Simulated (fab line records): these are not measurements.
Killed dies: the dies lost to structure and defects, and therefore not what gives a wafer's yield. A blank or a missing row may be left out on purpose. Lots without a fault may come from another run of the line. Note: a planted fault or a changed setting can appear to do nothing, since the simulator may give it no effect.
What tool caused it? | flow nand-harc | Sampling: 12 lots, 36 wafers, 6 of 1159 route steps

== WHAT EACH GAUGE READ, for each wafer ==
NHARC_A_CONTACT_INSPECT_44. Usual: raw-defect-count at 26, with a standard deviation of 10.
lot  | measured     | on                | raw-defect-count        | flag
L725 | day 16 09:26 | defect-inspect-01 | 39 37 21                |
L727 | day 16 18:13 | defect-inspect-02 | 29 19 14                |
L735 | day 18 09:25 | defect-inspect-02 | 816 869 858 807 859 853 | OFF
L734 | day 18 17:05 | defect-inspect-01 | 871 810 824 863 805 837 | OFF
L739 | day 19 07:21 | defect-inspect-02 | 22 27 23                |
L740 | day 19 21:38 | defect-inspect-01 | 30 18 31                |
L742 | day 20 11:06 | defect-inspect-01 | 24 25 32                |
L743 | day 20 15:07 | defect-inspect-01 | 35 27 35                |
L745 | day 21 22:45 | defect-inspect-02 | 31 35 33                |
L746 | day 22 02:55 | defect-inspect-01 | 16 13 10                |
L747 | day 22 05:14 | defect-inspect-02 | 18 18 26                |
L748 | day 22 07:42 | defect-inspect-02 | 45 38 32                |

NHARC_END_SORT_01. Usual: defect-limited-yield 95.3 %, standard deviation 1.3; killed-at-array 28, standard deviation 8.6; killed-at-other 0.7, standard deviation 1.2; killed-at-periphery 3.1, standard deviation 2.3; killed-dies 32, standard deviation 8.7; killed-open 3.2, standard deviation 1.7; killed-short 2.0, standard deviation 1.5; sort_bin_2_pct 1.5 %, standard deviation 0.58; sort_bin_3_pct 0.28 %, standard deviation 0.22; sort_bin_4_pct 3.0 %, standard deviation 0.86; sort-n-pass 645, standard deviation 8.7; sort-rim-yield-pct 97.8 %, standard deviation 1.4; sort-yield-pct 95.3 %, standard deviation 1.3.
lot  | measured     | on        | defect-limited-yield (%) | killed-at-array | killed-at-other | killed-at-periphery | killed-dies | killed-open | killed-short | sort_bin_2_pct (%) | sort_bin_3_pct (%) | sort_bin_4_pct (%) | sort-n-pass | sort-rim-yield-pct (%) | sort-yield-pct (%) | flag
L740 | day 23 02:01 | prober-01 | 94.1 95.6 93.4           | 32 23 38        | 3 4 3           | 5 3 4               | 40 30 45    | 3 3 5       | 2 1 6        | 1.8 1.0 2.1        | 0.30 0.15 0.59     | 3.8 3.2 4.0        | 637 647 632 | 98.1 99.1 98.1         | 94.1 95.6 93.4     |

== WHICH TOOL RAN EACH LOT (tool, then ch and the chambers of the sampled wafers, then the start) ==
lot  | NHARC_A_WL_FILL_CMP_12        | NHARC_A_CONTACT_DEP_28        | NHARC_A_CONTACT_DEP_29          | NHARC_A_CONTACT_DESCUM_47
L725 | cmp-04 ch 1,3, day 16 04:27   | acl-dep-02 ch 0, day 16 06:22 | pecvd-04 ch 0,1,2, day 16 08:35 | rie-diel-02 ch 0,1, day 16 09:30
L727 | cmp-04 ch 0,2,3, day 16 14:08 | acl-dep-02 ch 0, day 16 15:14 | pecvd-02 ch 1,2, day 16 17:29   | rie-diel-02 ch 0,1,3, day 16 18:17
L735 | cmp-03 ch 1,2,3, day 18 02:55 | acl-dep-02 ch 0, day 18 06:20 | pecvd-04 ch 0,2, day 18 08:34   | -
L734 | cmp-02 ch 1,2,3, day 18 11:22 | acl-dep-02 ch 0, day 18 14:22 | pecvd-03 ch 0,1,2, day 18 16:13 | -
L739 | cmp-02 ch 0,1, day 19 02:54   | acl-dep-03 ch 0, day 19 05:01 | pecvd-03 ch 0,1,2, day 19 06:30 | rie-diel-04 ch 0,1,2, day 19 07:26
L740 | cmp-02 ch 0,2, day 19 17:22   | acl-dep-01 ch 0, day 19 18:34 | pecvd-04 ch 0,1,2, day 19 20:48 | rie-diel-02 ch 0,2, day 19 21:43
L742 | cmp-04 ch 1,2,3, day 20 04:57 | acl-dep-01 ch 0, day 20 08:01 | pecvd-04 ch 1,2, day 20 10:15   | rie-diel-02 ch 0,2,3, day 20 11:10
L743 | cmp-02 ch 0,2,3, day 20 09:57 | acl-dep-01 ch 0, day 20 12:22 | pecvd-02 ch 0,1, day 20 14:19   | rie-diel-02 ch 0,1,2, day 20 15:11
L745 | cmp-03 ch 1,2, day 21 18:31   | acl-dep-01 ch 0, day 21 20:25 | pecvd-03 ch 0,1,2, day 21 21:55 | rie-diel-04 ch 2,3, day 21 22:49
L746 | cmp-04 ch 0,1,3, day 21 22:50 | acl-dep-03 ch 0, day 22 00:00 | pecvd-03 ch 0,1, day 22 02:12   | rie-diel-04 ch 0,1,2, day 22 02:59
L747 | cmp-03 ch 0,1,2, day 21 23:55 | acl-dep-03 ch 0, day 22 02:54 | pecvd-03 ch 0,2, day 22 04:26   | rie-diel-08 ch 0,1,2, day 22 05:19
L748 | cmp-04 ch 1,2, day 22 03:08   | acl-dep-02 ch 0, day 22 04:44 | pecvd-02 ch 1,2, day 22 07:00   | rie-diel-08 ch 0,2,3, day 22 07:49
- NHARC_A_WL_FILL_CMP_12: polishes, t overpolish 30 s, target thk 75 nm.
- NHARC_A_CONTACT_DEP_28: deposits aC, target thk 3600 nm.
- NHARC_A_CONTACT_DEP_29: deposits SiON, target thk 70 nm.
- NHARC_A_CONTACT_DESCUM_47: chemistry O2, time 3 s.

== AS READ BY THE TOOLS THEMSELVES (means over the sampled wafers that have a number; for cases with no such wafer, the mark the record gives instead) ==
NHARC_A_WL_FILL_CMP_12. Usual: motor-current-A 12.3 A, standard deviation 0.93; overpolish-run-s 30.000 s, standard deviation 0.0088; slurry-filter-dp-kPa 13.50 kPa, standard deviation 0.13; slurry-flow-ml-min 150.0, standard deviation 0.46; time-to-endpoint-s 15.3 s, standard deviation 2.7.
lot  | tool   | motor-current-A (A) | overpolish-run-s (s) | slurry-filter-dp-kPa (kPa) | slurry-flow-ml-min | time-to-endpoint-s (s) | flag
L725 | cmp-04 | 12.0                | 30.005               | 13.53                      | 149.9              | 13.7                   |
L727 | cmp-04 | 11.4                | 29.999               | 13.47                      | 149.8              | 13.3                   |
L735 | cmp-03 | 13.4                | 29.991               | 13.67                      | 150.0              | 17.8                   |
L734 | cmp-02 | 12.7                | 29.999               | 13.57                      | 149.6              | 17.6                   |
L739 | cmp-02 | 12.5                | 30.003               | 13.52                      | 150.0              | 14.6                   |
L740 | cmp-02 | 11.9                | 30.000               | 13.63                      | 150.2              | 19.2                   |
L742 | cmp-04 | 11.6                | 29.994               | 13.60                      | 150.0              | 13.0                   |
L743 | cmp-02 | 12.8                | 29.993               | 13.58                      | 150.2              | 14.2                   |
L745 | cmp-03 | 12.7                | 29.990               | 13.63                      | 150.4              | 19.6                   |
L746 | cmp-04 | 12.3                | 30.003               | 13.51                      | 150.4              | 15.0                   |
L747 | cmp-03 | 12.2                | 30.002               | 13.51                      | 150.0              | 18.3                   |
L748 | cmp-04 | 11.4                | 29.993               | 13.34                      | 150.2              | 12.2                   |

NHARC_A_CONTACT_DEP_28. Usual: throttle-valve-pct at 35.001 %, with a standard deviation of 0.0099.
lot  | tool       | throttle-valve-pct (%) | flag
L725 | acl-dep-02 | 34.997                 |
L727 | acl-dep-02 | 34.998                 |
L735 | acl-dep-02 | 35.003                 |
L734 | acl-dep-02 | 35.008                 |
L739 | acl-dep-03 | 35.011                 |
L740 | acl-dep-01 | 34.997                 |
L742 | acl-dep-01 | 35.001                 |
L743 | acl-dep-01 | 34.999                 |
L745 | acl-dep-01 | 34.994                 |
L746 | acl-dep-03 | 35.007                 |
L747 | acl-dep-03 | 35.002                 |
L748 | acl-dep-02 | 35.001                 |

NHARC_A_CONTACT_DEP_29. Usual: heater-power-w at 750 W, with a standard deviation of 100.
lot  | tool     | heater-power-w (W) | flag
L725 | pecvd-04 | 829                |
L727 | pecvd-02 | 876                |
L735 | pecvd-04 | 715                |
L734 | pecvd-03 | 781                |
L739 | pecvd-03 | 753                |
L740 | pecvd-04 | 744                |
L742 | pecvd-04 | 797                |
L743 | pecvd-02 | 682                |
L745 | pecvd-03 | 730                |
L746 | pecvd-03 | 654                |
L747 | pecvd-03 | 711                |
L748 | pecvd-02 | 763                |

NHARC_A_CONTACT_DESCUM_47. Usual: drypump-motor-current-A 5.6 A, standard deviation 0.34; oes-product-au 1.000 a.u., standard deviation 0.0093; rf-vpp-V 58.0 V, standard deviation 0.78; showerhead-plenum-p-Torr 1.93 Torr, standard deviation 0.048; throttle-valve-pct 11.311 %, standard deviation 0.01.
lot  | tool        | drypump-motor-current-A (A) | oes-product-au (a.u.) | rf-vpp-V (V) | showerhead-plenum-p-Torr (Torr) | throttle-valve-pct (%) | flag
L725 | rie-diel-02 | 5.5                         | 0.991                 | 57.5         | 1.97                            | 11.308                 |
L727 | rie-diel-02 | 5.3                         | 0.996                 | 57.5         | 1.96                            | 11.315                 |
L739 | rie-diel-04 | 5.8                         | 1.005                 | 57.6         | 1.93                            | 11.315                 |
L740 | rie-diel-02 | 5.7                         | 1.003                 | 58.0         | 1.89                            | 11.297                 |
L742 | rie-diel-02 | 5.6                         | 1.003                 | 58.1         | 1.91                            | 11.310                 |
L743 | rie-diel-02 | 5.7                         | 1.003                 | 58.2         | 1.92                            | 11.308                 |
L745 | rie-diel-04 | 5.9                         | 0.999                 | 58.3         | 1.89                            | 11.310                 |
L746 | rie-diel-04 | 5.8                         | 0.989                 | 58.1         | 1.92                            | 11.316                 |
L747 | rie-diel-08 | 5.5                         | 1.007                 | 57.6         | 1.95                            | 11.320                 |
L748 | rie-diel-08 | 5.6                         | 1.003                 | 56.3         | 1.94                            | 11.305                 |

== THE ANSWER, worked out from the rows above alone ==
Rule: a lot counts as off when the mean over its wafers that have a number is more than 3 standard deviations away from the usual mean. Also off: a lot with no number at a reading for which 4 or more lots have one. Any other lot the step has rows for is counted as sound. First the gauges in route order, then the tools' own readings, where a lot's mean is used as printed above. At the first step where some lot is off, the reading lying furthest off is the one used; lots without a number count as furthest.
Off at NHARC_A_CONTACT_INSPECT_44 (raw-defect-count): L735, L734.
A tool fits if, at a process step before that reading, it ran every lot that is off, and no sound lot after the first of them. Gauges at NHARC_A_CONTACT_INSPECT_44: tried the same way as those tools. Of those tried, none fits.

== WHAT WAS PUT IN BY THE SIMULATOR ==
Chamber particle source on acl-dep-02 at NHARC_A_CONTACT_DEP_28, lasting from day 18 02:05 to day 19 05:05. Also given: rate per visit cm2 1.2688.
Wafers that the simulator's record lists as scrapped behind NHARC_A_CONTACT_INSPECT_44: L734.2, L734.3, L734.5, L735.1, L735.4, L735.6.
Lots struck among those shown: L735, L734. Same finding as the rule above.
